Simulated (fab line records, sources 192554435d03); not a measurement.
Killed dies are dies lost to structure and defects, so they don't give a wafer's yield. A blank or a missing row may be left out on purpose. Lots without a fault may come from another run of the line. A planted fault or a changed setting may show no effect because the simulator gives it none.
Which tool did it? | flow n5_finfet | 24 lots, 72 wafers sampled, at 6 steps of a route of 1938

WHAT THE GAUGES READ, wafer by wafer
N5_BEOL_M1_OVL_MEAS_12. Usual: M1_OVL -0.1 nm, standard deviation 0.68.
lot  | measured     | on         | M1_OVL (nm)    | flag
L074 | day 6 03:56  | overlay-02 | 0.1 -0.3 -0.4  |
L075 | day 6 09:41  | overlay-02 | -0.5 -0.3 -0.2 |
L076 | day 6 17:26  | overlay-02 | -0.4 -1.4 -0.4 |
L077 | day 6 17:38  | overlay-02 | 1.8 0.3 -0.1   |
L078 | day 7 01:28  | overlay-02 | -0.5 -0.6 0.1  |
L079 | day 7 06:46  | overlay-01 | 0.8 0.0 0.9    |
L080 | day 7 20:14  | overlay-01 | -0.3 -0.7 -0.1 |
L081 | day 8 03:34  | overlay-02 | 1.2 1.1 1.5    |
L082 | day 8 05:01  | overlay-02 | -0.9 0.6 -0.2  |
L083 | day 8 08:56  | overlay-02 | 0.7 0.0 0.3    |
L084 | day 8 12:34  | overlay-01 | -0.1 0.0 0.7   |
L085 | day 8 16:37  | overlay-01 | 1.0 0.4 0.7    |
L086 | day 9 10:32  | overlay-02 | 0.5 -0.3 0.6   |
L087 | day 9 15:14  | overlay-02 | 0.1 0.4 -0.7   |
L089 | day 9 17:49  | overlay-02 | 1.5 -0.1 -0.6  |
L088 | day 10 00:07 | overlay-02 | 0.3 -0.4 -0.3  |
L090 | day 10 01:11 | overlay-02 | -1.4 -1.3 -1.1 |
L091 | day 10 08:58 | overlay-01 | -0.9 -0.8 0.0  |
L092 | day 10 15:55 | overlay-01 | 0.4 -0.2 0.4   |
L093 | day 11 00:24 | overlay-01 | 0.0 -0.9 -0.4  |
L094 | day 11 03:15 | overlay-01 | 0.5 0.1 0.2    |
L095 | day 11 14:07 | overlay-01 | -0.6 -0.8 -0.2 |
L096 | day 11 16:40 | overlay-01 | -0.7 -0.8 -1.0 |
L097 | day 11 19:41 | overlay-01 | 0.1 -0.6 -0.6  |

WHICH TOOL RAN EACH LOT (tool, then ch and the chambers of the sampled wafers, then the start)
lot  | N5_BEOL_M0_ANNEAL_117        | N5_BEOL_M0_SPUTTER_132       | N5_BEOL_M0_SPUTTER_134       | N5_BEOL_M0_ANNEAL_135        | N5_BEOL_M1_HM_DEP_02
L074 | pvd_sputter-02, day 5 22:16  | pvd_sputter-02, day 5 22:18  | pvd_sputter-02, day 5 22:25  | pvd_sputter-02, day 5 22:30  | pvd_sputter-03, day 6 03:23
L075 | pvd_sputter-01, day 6 04:40  | pvd_sputter-01, day 6 04:42  | pvd_sputter-01, day 6 04:49  | pvd_sputter-01, day 6 04:54  | pvd_sputter-02, day 6 09:08
L076 | pvd_sputter-02, day 6 10:06  | pvd_sputter-02, day 6 10:08  | pvd_sputter-02, day 6 10:16  | pvd_sputter-02, day 6 10:20  | pvd_sputter-03, day 6 16:54
L077 | pvd_sputter-01, day 6 12:17  | pvd_sputter-01, day 6 12:19  | pvd_sputter-01, day 6 12:26  | pvd_sputter-01, day 6 12:31  | pvd_sputter-02, day 6 17:13
L078 | pvd_sputter-01, day 6 19:39  | pvd_sputter-01, day 6 19:41  | pvd_sputter-01, day 6 19:49  | pvd_sputter-01, day 6 19:53  | pvd_sputter-02, day 7 00:56
L079 | pvd_sputter-03, day 7 03:34  | pvd_sputter-03, day 7 03:36  | pvd_sputter-03, day 7 03:43  | pvd_sputter-03, day 7 03:48  | pvd_sputter-01, day 7 06:21
L080 | pvd_sputter-03, day 7 12:56  | pvd_sputter-03, day 7 12:58  | pvd_sputter-03, day 7 13:05  | pvd_sputter-03, day 7 13:10  | pvd_sputter-01, day 7 19:41
L081 | pvd_sputter-01, day 7 20:11  | pvd_sputter-01, day 7 20:14  | pvd_sputter-01, day 7 20:21  | pvd_sputter-01, day 7 20:26  | pvd_sputter-02, day 8 03:01
L082 | pvd_sputter-03, day 7 20:28  | pvd_sputter-03, day 7 20:30  | pvd_sputter-03, day 7 20:37  | pvd_sputter-03, day 7 20:42  | pvd_sputter-03, day 8 04:29
L083 | pvd_sputter-02, day 8 01:53  | pvd_sputter-02, day 8 01:56  | pvd_sputter-02, day 8 02:03  | pvd_sputter-02, day 8 02:08  | pvd_sputter-02, day 8 08:31
L084 | pvd_sputter-03, day 8 05:55  | pvd_sputter-03, day 8 05:57  | pvd_sputter-03, day 8 06:04  | pvd_sputter-03, day 8 06:09  | pvd_sputter-02, day 8 12:08
L085 | pvd_sputter-02, day 8 11:11  | pvd_sputter-02, day 8 11:14  | pvd_sputter-02, day 8 11:21  | pvd_sputter-02, day 8 11:26  | pvd_sputter-02, day 8 16:03
L086 | pvd_sputter-03, day 9 08:33  | pvd_sputter-03, day 9 08:35  | pvd_sputter-03, day 9 08:43  | pvd_sputter-03, day 9 08:47  | pvd_sputter-02, day 9 10:07
L087 | pvd_sputter-02, day 9 12:16  | pvd_sputter-02, day 9 12:18  | pvd_sputter-02, day 9 12:25  | pvd_sputter-02, day 9 12:30  | pvd_sputter-03, day 9 14:47
L089 | pvd_sputter-03, day 9 14:10  | pvd_sputter-03, day 9 14:13  | pvd_sputter-03, day 9 14:20  | pvd_sputter-03, day 9 14:25  | pvd_sputter-01, day 9 17:16
L088 | pvd_sputter-01, day 9 20:28  | pvd_sputter-01, day 9 20:31  | pvd_sputter-01, day 9 20:38  | pvd_sputter-01, day 9 20:43  | pvd_sputter-02, day 9 23:43
L090 | pvd_sputter-02, day 9 23:05  | pvd_sputter-02, day 9 23:08  | pvd_sputter-02, day 9 23:15  | pvd_sputter-02, day 9 23:20  | pvd_sputter-03, day 10 00:46
L091 | pvd_sputter-02, day 10 05:38 | pvd_sputter-02, day 10 05:40 | pvd_sputter-02, day 10 05:47 | pvd_sputter-02, day 10 05:52 | pvd_sputter-03, day 10 08:25
L092 | pvd_sputter-01, day 10 12:29 | pvd_sputter-01, day 10 12:32 | pvd_sputter-01, day 10 12:39 | pvd_sputter-01, day 10 12:44 | pvd_sputter-03, day 10 15:22
L093 | pvd_sputter-03, day 10 21:50 | pvd_sputter-03, day 10 21:53 | pvd_sputter-03, day 10 22:00 | pvd_sputter-03, day 10 22:05 | pvd_sputter-01, day 10 23:58
L094 | pvd_sputter-02, day 11 00:11 | pvd_sputter-02, day 11 00:14 | pvd_sputter-02, day 11 00:21 | pvd_sputter-02, day 11 00:26 | pvd_sputter-01, day 11 02:38
L095 | pvd_sputter-02, day 11 11:33 | pvd_sputter-02, day 11 11:35 | pvd_sputter-02, day 11 11:43 | pvd_sputter-02, day 11 11:47 | pvd_sputter-02, day 11 13:41
L096 | pvd_sputter-02, day 11 14:12 | pvd_sputter-02, day 11 14:14 | pvd_sputter-02, day 11 14:22 | pvd_sputter-02, day 11 14:26 | pvd_sputter-02, day 11 16:14
L097 | pvd_sputter-02, day 11 15:47 | pvd_sputter-02, day 11 15:49 | pvd_sputter-02, day 11 15:56 | pvd_sputter-02, day 11 16:01 | pvd_sputter-01, day 11 19:16
- N5_BEOL_M0_ANNEAL_117: time 60 s.
- N5_BEOL_M0_SPUTTER_132: material Cu, target thk 4 nm, time 7.37 s.
- N5_BEOL_M0_SPUTTER_134: material Cu, target thk 4 nm, time 7.37 s.
- N5_BEOL_M0_ANNEAL_135: time 60 s.
- N5_BEOL_M1_HM_DEP_02: deposits TiN, target thk 20 nm.

WHAT THE TOOLS THEMSELVES READ (means of the sampled wafers that have a number; where no wafer has one, the mark that the record gives instead)
N5_BEOL_M0_ANNEAL_117. Usual: heater_power_w 836 W, standard deviation 71; susceptor_temp_C_max 401.0, standard deviation 0.5.
lot  | tool           | heater_power_w (W) | susceptor_temp_C_max | flag
L074 | pvd_sputter-02 | 817                | 401.0                |
L075 | pvd_sputter-01 | 802                | 401.7                |
L076 | pvd_sputter-02 | 782                | 401.1                |
L077 | pvd_sputter-01 | 780                | 401.7                |
L078 | pvd_sputter-01 | 786                | 401.5                |
L079 | pvd_sputter-03 | 872                | 400.8                |
L080 | pvd_sputter-03 | 852                | 401.0                |
L081 | pvd_sputter-01 | 807                | 401.3                |
L082 | pvd_sputter-03 | 864                | 400.6                |
L083 | pvd_sputter-02 | 794                | 400.5                |
L084 | pvd_sputter-03 | 967                | 400.9                |
L085 | pvd_sputter-02 | 813                | 401.0                |
L086 | pvd_sputter-03 | 979                | 400.4                |
L087 | pvd_sputter-02 | 831                | 401.2                |
L089 | pvd_sputter-03 | 978                | 400.8                |
L088 | pvd_sputter-01 | 806                | 402.1                |
L090 | pvd_sputter-02 | 793                | 400.7                |
L091 | pvd_sputter-02 | 828                | 401.0                |
L092 | pvd_sputter-01 | 780                | 401.9                |
L093 | pvd_sputter-03 | 895                | 400.6                |
L094 | pvd_sputter-02 | 820                | 401.2                |
L095 | pvd_sputter-02 | 827                | 401.1                |
L096 | pvd_sputter-02 | 837                | 401.0                |
L097 | pvd_sputter-02 | 820                | 401.2                |

N5_BEOL_M0_SPUTTER_132. Usual: throttle_valve_pct 30.3 %, standard deviation 1.3.
lot  | tool           | throttle_valve_pct (%) | flag
L074 | pvd_sputter-02 | 30.4                   |
L075 | pvd_sputter-01 | 31.1                   |
L076 | pvd_sputter-02 | 30.8                   |
L077 | pvd_sputter-01 | 31.1                   |
L078 | pvd_sputter-01 | 31.1                   |
L079 | pvd_sputter-03 | 29.0                   |
L080 | pvd_sputter-03 | 29.5                   |
L081 | pvd_sputter-01 | 31.6                   |
L082 | pvd_sputter-03 | 28.9                   |
L083 | pvd_sputter-02 | 31.1                   |
L084 | pvd_sputter-03 | 28.2                   |
L085 | pvd_sputter-02 | 30.0                   |
L086 | pvd_sputter-03 | 28.3                   |
L087 | pvd_sputter-02 | 30.6                   |
L089 | pvd_sputter-03 | 28.2                   |
L088 | pvd_sputter-01 | 31.2                   |
L090 | pvd_sputter-02 | 30.5                   |
L091 | pvd_sputter-02 | 30.7                   |
L092 | pvd_sputter-01 | 31.1                   |
L093 | pvd_sputter-03 | 28.6                   |
L094 | pvd_sputter-02 | 30.6                   |
L095 | pvd_sputter-02 | 31.1                   |
L096 | pvd_sputter-02 | 30.3                   |
L097 | pvd_sputter-02 | 31.2                   |

N5_BEOL_M0_SPUTTER_134. Usual: throttle_valve_pct 30.3 %, standard deviation 1.3.
lot  | tool           | throttle_valve_pct (%) | flag
L074 | pvd_sputter-02 | 30.6                   |
L075 | pvd_sputter-01 | 31.4                   |
L076 | pvd_sputter-02 | 30.6                   |
L077 | pvd_sputter-01 | 30.9                   |
L078 | pvd_sputter-01 | 31.0                   |
L079 | pvd_sputter-03 | 28.9                   |
L080 | pvd_sputter-03 | 29.5                   |
L081 | pvd_sputter-01 | 31.6                   |
L082 | pvd_sputter-03 | 28.9                   |
L083 | pvd_sputter-02 | 31.1                   |
L084 | pvd_sputter-03 | 28.1                   |
L085 | pvd_sputter-02 | 30.0                   |
L086 | pvd_sputter-03 | 28.0                   |
L087 | pvd_sputter-02 | 30.5                   |
L089 | pvd_sputter-03 | 28.1                   |
L088 | pvd_sputter-01 | 31.4                   |
L090 | pvd_sputter-02 | 30.2                   |
L091 | pvd_sputter-02 | 30.9                   |
L092 | pvd_sputter-01 | 31.2                   |
L093 | pvd_sputter-03 | 28.4                   |
L094 | pvd_sputter-02 | 30.6                   |
L095 | pvd_sputter-02 | 31.3                   |
L096 | pvd_sputter-02 | 30.4                   |
L097 | pvd_sputter-02 | 31.4                   |

N5_BEOL_M0_ANNEAL_135. Usual: heater_power_w 837 W, standard deviation 73; susceptor_temp_C_max 401.0, standard deviation 0.47.
lot  | tool           | heater_power_w (W) | susceptor_temp_C_max | flag
L074 | pvd_sputter-02 | 812                | 401.1                |
L075 | pvd_sputter-01 | 811                | 401.6                |
L076 | pvd_sputter-02 | 778                | 401.2                |
L077 | pvd_sputter-01 | 762                | 401.5                |
L078 | pvd_sputter-01 | 794                | 401.4                |
L079 | pvd_sputter-03 | 858                | 400.7                |
L080 | pvd_sputter-03 | 861                | 400.8                |
L081 | pvd_sputter-01 | 808                | 401.3                |
L082 | pvd_sputter-03 | 883                | 400.8                |
L083 | pvd_sputter-02 | 798                | 400.9                |
L084 | pvd_sputter-03 | 972                | 401.0                |
L085 | pvd_sputter-02 | 816                | 400.7                |
L086 | pvd_sputter-03 | 966                | 400.5                |
L087 | pvd_sputter-02 | 815                | 401.1                |
L089 | pvd_sputter-03 | 986                | 400.6                |
L088 | pvd_sputter-01 | 811                | 401.9                |
L090 | pvd_sputter-02 | 791                | 400.7                |
L091 | pvd_sputter-02 | 829                | 400.9                |
L092 | pvd_sputter-01 | 784                | 401.7                |
L093 | pvd_sputter-03 | 903                | 400.8                |
L094 | pvd_sputter-02 | 816                | 401.1                |
L095 | pvd_sputter-02 | 820                | 401.4                |
L096 | pvd_sputter-02 | 832                | 400.8                |
L097 | pvd_sputter-02 | 821                | 401.4                |

N5_BEOL_M1_HM_DEP_02. Usual: throttle_valve_pct 30.4 %, standard deviation 1.2.
lot  | tool           | throttle_valve_pct (%) | flag
L074 | pvd_sputter-03 | 29.0                   |
L075 | pvd_sputter-02 | 30.6                   |
L076 | pvd_sputter-03 | 29.1                   |
L077 | pvd_sputter-02 | 30.0                   |
L078 | pvd_sputter-02 | 30.5                   |
L079 | pvd_sputter-01 | 31.7                   |
L080 | pvd_sputter-01 | 31.6                   |
L081 | pvd_sputter-02 | 30.9                   |
L082 | pvd_sputter-03 | 28.9                   |
L083 | pvd_sputter-02 | 30.5                   |
L084 | pvd_sputter-02 | 30.0                   |
L085 | pvd_sputter-02 | 31.1                   |
L086 | pvd_sputter-02 | 30.2                   |
L087 | pvd_sputter-03 | 29.4                   |
L089 | pvd_sputter-01 | 31.7                   |
L088 | pvd_sputter-02 | 30.5                   |
L090 | pvd_sputter-03 | 29.6                   |
L091 | pvd_sputter-03 | 29.1                   |
L092 | pvd_sputter-03 | 28.1                   |
L093 | pvd_sputter-01 | 31.2                   |
L094 | pvd_sputter-01 | 32.0                   |
L095 | pvd_sputter-02 | 30.8                   |
L096 | pvd_sputter-02 | 30.5                   |
L097 | pvd_sputter-01 | 31.9                   |

THE ANSWER, worked out from the rows above alone
Rule: a lot is off if the mean of its wafers that have a number lies more than 3 standard deviations from the usual mean. A lot without any number at a reading at which 4 lots or more have one is off too. The other lots that the step has rows for count as sound. The gauges are gone through in route order, then the tools' own readings, and for those a lot's mean is taken as printed above. The first step at which some lot is off is used, and at that step the reading that is off furthest; a lot without a number counts as furthest.
No lot is off at any reading shown: from this, nothing can be told.

WHAT THE SIMULATOR HAD PUT IN
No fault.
